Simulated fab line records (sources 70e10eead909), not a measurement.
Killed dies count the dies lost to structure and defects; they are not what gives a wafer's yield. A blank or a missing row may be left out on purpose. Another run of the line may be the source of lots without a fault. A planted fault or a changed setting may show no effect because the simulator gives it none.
Chamber matching || flow nand_harc || ald_hk-01 running NHARC_A_CHANNEL_FILL_D1_ALD_16: 4 sister chambers
The step deposits SiO2, target thk 1.5 nm, pulse time 10 s, ald cycles 15. 16 wafers are shown with their chamber, then 8 later ones without.

## WAFERS PAIRED WITH THEIR CHAMBERS
{"wafer": "L075.1", "chamber": 2, "heater_power_w (W)": 431, "susceptor_temp_C (C)": 300.13, "precursor_pulse_height_rel": 0.987}
{"wafer": "L075.3", "chamber": 3, "heater_power_w (W)": 531, "susceptor_temp_C (C)": 300.18, "precursor_pulse_height_rel": 0.998}
{"wafer": "L075.4", "chamber": 0, "heater_power_w (W)": 517, "susceptor_temp_C (C)": 300.32, "precursor_pulse_height_rel": 0.984}
{"wafer": "L076.1", "chamber": 3, "heater_power_w (W)": 528, "susceptor_temp_C (C)": 300.33, "precursor_pulse_height_rel": 0.993}
{"wafer": "L076.2", "chamber": 1, "heater_power_w (W)": 486, "susceptor_temp_C (C)": 300.12, "precursor_pulse_height_rel": 1.022}
{"wafer": "L076.3", "chamber": 2, "heater_power_w (W)": 423, "susceptor_temp_C (C)": 299.85, "precursor_pulse_height_rel": 0.995}
{"wafer": "L076.4", "chamber": 0, "heater_power_w (W)": 494, "susceptor_temp_C (C)": 300.02, "precursor_pulse_height_rel": 1.004}
{"wafer": "L076.5", "chamber": 1, "heater_power_w (W)": 504, "susceptor_temp_C (C)": 300.30, "precursor_pulse_height_rel": 0.963}
{"wafer": "L076.6", "chamber": 0, "heater_power_w (W)": 516, "susceptor_temp_C (C)": 300.10, "precursor_pulse_height_rel": 0.983}
{"wafer": "L078.3", "chamber": 3, "heater_power_w (W)": 552, "susceptor_temp_C (C)": 299.92, "precursor_pulse_height_rel": 1.001}
{"wafer": "L078.4", "chamber": 1, "heater_power_w (W)": 484, "susceptor_temp_C (C)": 299.95, "precursor_pulse_height_rel": 1.000}
{"wafer": "L078.6", "chamber": 2, "heater_power_w (W)": 425, "susceptor_temp_C (C)": 299.74, "precursor_pulse_height_rel": 0.996}
{"wafer": "L081.3", "chamber": 3, "heater_power_w (W)": 531, "susceptor_temp_C (C)": 300.23, "precursor_pulse_height_rel": 1.010}
{"wafer": "L081.4", "chamber": 1, "heater_power_w (W)": 500, "susceptor_temp_C (C)": 300.39, "precursor_pulse_height_rel": 0.982}
{"wafer": "L081.5", "chamber": 1, "heater_power_w (W)": 496, "susceptor_temp_C (C)": 299.94, "precursor_pulse_height_rel": 1.023}
{"wafer": "L087.3", "chamber": 2, "heater_power_w (W)": 451, "susceptor_temp_C (C)": 299.92, "precursor_pulse_height_rel": 1.010}

SIGNATURES (averages over the wafers above)
{"reading": "heater_power_w", "chamber 0": 509.00, "chamber 1": 494.00, "chamber 2": 432.50, "chamber 3": 535.50, "scatter within a chamber": 11.2}
{"reading": "susceptor_temp_C", "chamber 0": 300.1467, "chamber 1": 300.1400, "chamber 2": 299.9100, "chamber 3": 300.1650, "scatter within a chamber": 0.179}
{"reading": "precursor_pulse_height_rel", "chamber 0": 0.99033, "chamber 1": 0.99800, "chamber 2": 0.99700, "chamber 3": 1.00050, "scatter within a chamber": 0.0168}
Rule: distance of a wafer from a chamber = root of the sum over the readings of ((wafer's reading minus chamber's mean) / reading's scatter) squared. If the next closest chamber is less than 2 further off than the closest, the wafer can't be placed; otherwise it belongs to the closest. The scatter: take each reading less its chamber's mean, square it, sum over the shown wafers, divide by the number of wafers less the number of chambers, and take the root.

## WAFERS WITHOUT THEIR CHAMBER
{"wafer": "L087.5", "heater_power_w (W)": 506, "susceptor_temp_C (C)": 299.85, "precursor_pulse_height_rel": 1.025}
{"wafer": "L087.6", "heater_power_w (W)": 523, "susceptor_temp_C (C)": 299.94, "precursor_pulse_height_rel": 0.992}
{"wafer": "L089.1", "heater_power_w (W)": 500, "susceptor_temp_C (C)": 299.91, "precursor_pulse_height_rel": 0.959}
{"wafer": "L089.4", "heater_power_w (W)": 452, "susceptor_temp_C (C)": 300.04, "precursor_pulse_height_rel": 0.998}
{"wafer": "L089.5", "heater_power_w (W)": 492, "susceptor_temp_C (C)": 299.76, "precursor_pulse_height_rel": 1.029}
{"wafer": "L092.2", "heater_power_w (W)": 499, "susceptor_temp_C (C)": 299.96, "precursor_pulse_height_rel": 1.006}
{"wafer": "L092.3", "heater_power_w (W)": 543, "susceptor_temp_C (C)": 299.86, "precursor_pulse_height_rel": 1.013}
{"wafer": "L092.5", "heater_power_w (W)": 546, "susceptor_temp_C (C)": 300.36, "precursor_pulse_height_rel": 1.030}

## THE CHAMBER EACH PASSED THROUGH
{"wafer": "L087.5", "from the rows above": "can't be placed: 1 or 0 or 3", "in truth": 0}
{"wafer": "L087.6", "from the rows above": "can't be placed: 0 or 3 or 1", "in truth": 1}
{"wafer": "L089.1", "from the rows above": "can't be placed: 0 or 1 or 3", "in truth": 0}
{"wafer": "L089.4", "from the rows above": "can't be placed: 2 or 1", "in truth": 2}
{"wafer": "L089.5", "from the rows above": "can't be placed: 1 or 0 or 3", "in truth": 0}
{"wafer": "L092.2", "from the rows above": "can't be placed: 1 or 0", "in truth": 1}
{"wafer": "L092.3", "from the rows above": "can't be placed: 3 or 0", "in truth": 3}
{"wafer": "L092.5", "from the rows above": "can't be placed: 3 or 0", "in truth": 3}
Correct placement for 0 of the 8. From these rows, 8 cannot be placed; in 8 the true chamber is one of the candidates. 0 placed wrongly.
